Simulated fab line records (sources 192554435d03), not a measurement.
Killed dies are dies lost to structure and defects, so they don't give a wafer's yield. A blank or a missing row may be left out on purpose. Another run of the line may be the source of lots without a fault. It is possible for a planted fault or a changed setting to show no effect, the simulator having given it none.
Split-lot trial | flow n5_finfet | 21 wafers read across 7 lots, on a route 1938 steps long

== THE SPLIT ITSELF ==
At N5_HKMG_FIN_PEB_10 (peb time 60 s), the setting peb_time_s was moved away from the recipe's 60 s on 8 of the 21 wafers read, by -16.4% to +14.0%. For the rest of the wafers, this setting stayed at what the recipe calls for.

== THE PATH FROM SPLIT TO READING: the file shows 1 step between them ==
- N5_HKMG_FIN_DEVELOP_11: develop time 30 s

== THE READING ==
cd_nm (nm) at N5_HKMG_FIN_CD_MEAS_12, where the cd target is 92.8 nm. Typical for fault-free wafers on this fab line: 92.4 nm, with standard deviation 0.83 nm.

wafer  | tool, chamber at the split | peb_time_s as run, s | against the recipe | cd_nm, nm | against lot-mates on the recipe
L074.1 | litho_track-03, 0          | 68.42                | +14.0%             | 96.8      | +4.0
L074.4 | litho_track-03, 0          | 60                   | recipe             | 92.8      | -
L074.5 | litho_track-03, 0          | 68.42                | +14.0%             | 97.9      | +5.1
L080.3 | litho_track-02, 0          | 60                   | recipe             | 91.6      | -
L080.5 | litho_track-02, 0          | 60                   | recipe             | 91.8      | -
L080.6 | litho_track-02, 0          | 60                   | recipe             | 91.6      | -
L081.1 | litho_track-02, 0          | 50.14                | -16.4%             | 85.5      | -5.9
L081.2 | litho_track-02, 0          | 60                   | recipe             | 91.4      | -
L081.5 | litho_track-02, 0          | 50.14                | -16.4%             | 85.2      | -6.2
L083.1 | litho_track-02, 0          | 60                   | recipe             | 93.2      | -
L083.2 | litho_track-02, 0          | 64.45                | +7.4%              | 94.2      | +1.6
L083.6 | litho_track-02, 0          | 60                   | recipe             | 92.0      | -
L084.3 | litho_track-02, 0          | 60                   | recipe             | 91.5      | -
L084.4 | litho_track-02, 0          | 60                   | recipe             | 91.9      | -
L084.5 | litho_track-02, 0          | 60                   | recipe             | 92.3      | -
L090.3 | litho_track-04, 0          | 67.04                | +11.7%             | 97.7      | no lot-mate on the recipe
L090.4 | litho_track-04, 0          | 67.04                | +11.7%             | 98.0      | no lot-mate on the recipe
L090.5 | litho_track-04, 0          | 67.04                | +11.7%             | 95.8      | no lot-mate on the recipe
L097.1 | litho_track-03, 0          | 60                   | recipe             | 92.3      | -
L097.4 | litho_track-03, 0          | 60                   | recipe             | 92.5      | -
L097.6 | litho_track-03, 0          | 60                   | recipe             | 93.1      | -

FIT RESULTS
A straight line over all 21 wafers: cd_nm changes by +0.402 nm for each +1% of peb_time_s; r = +0.98; the points scatter about the line by 0.7 nm.
The same after taking each lot's own level away (the mean of its wafers on the recipe; 18 wafers): +0.343 nm for each +1%; r = +0.99; scatter 0.44 nm.
On that fit, the largest move of peb_time_s shifts the reading by 5.6 nm.
Measured against the standard deviation above, the lots' own levels, which go from 91.40 to 92.80 nm, span 1.7 times it.
Thus the slope moves with the lot-to-lot level: the two fits are different.
Check: for one of the wafers moved furthest among these (-16.4%), held out of the fit, the line's prediction against its lot-mates is -5.68 nm. It came out at -5.9 nm against them.

== ADDITIONAL SPLITS CARRIED BY THESE WAFERS ==
Before the reading, these wafers also passed through other splits. Each is held against what the fit with the lots' levels taken away leaves over:
other split on the same wafers        | wafers away from the commonest value | r with cd_nm (lot level and that fit taken away)
N5_SD_EPI_N_DEVELOP_08 develop_time_s | 6                                    | +0.24
N5_SD_EPI_P_COAT_34 spin_rpm          | 8                                    | +0.36
N5_SDB_EXPOSE_08 dose_mj              | 12                                   | -0.26
N5_HKMG_FIN_COAT_30 spin_rpm          | 9                                    | +0.42

== FILE'S OWN FIT ==
cd_nm changes by +0.336 nm for each +1% of peb_time_s, r = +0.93.
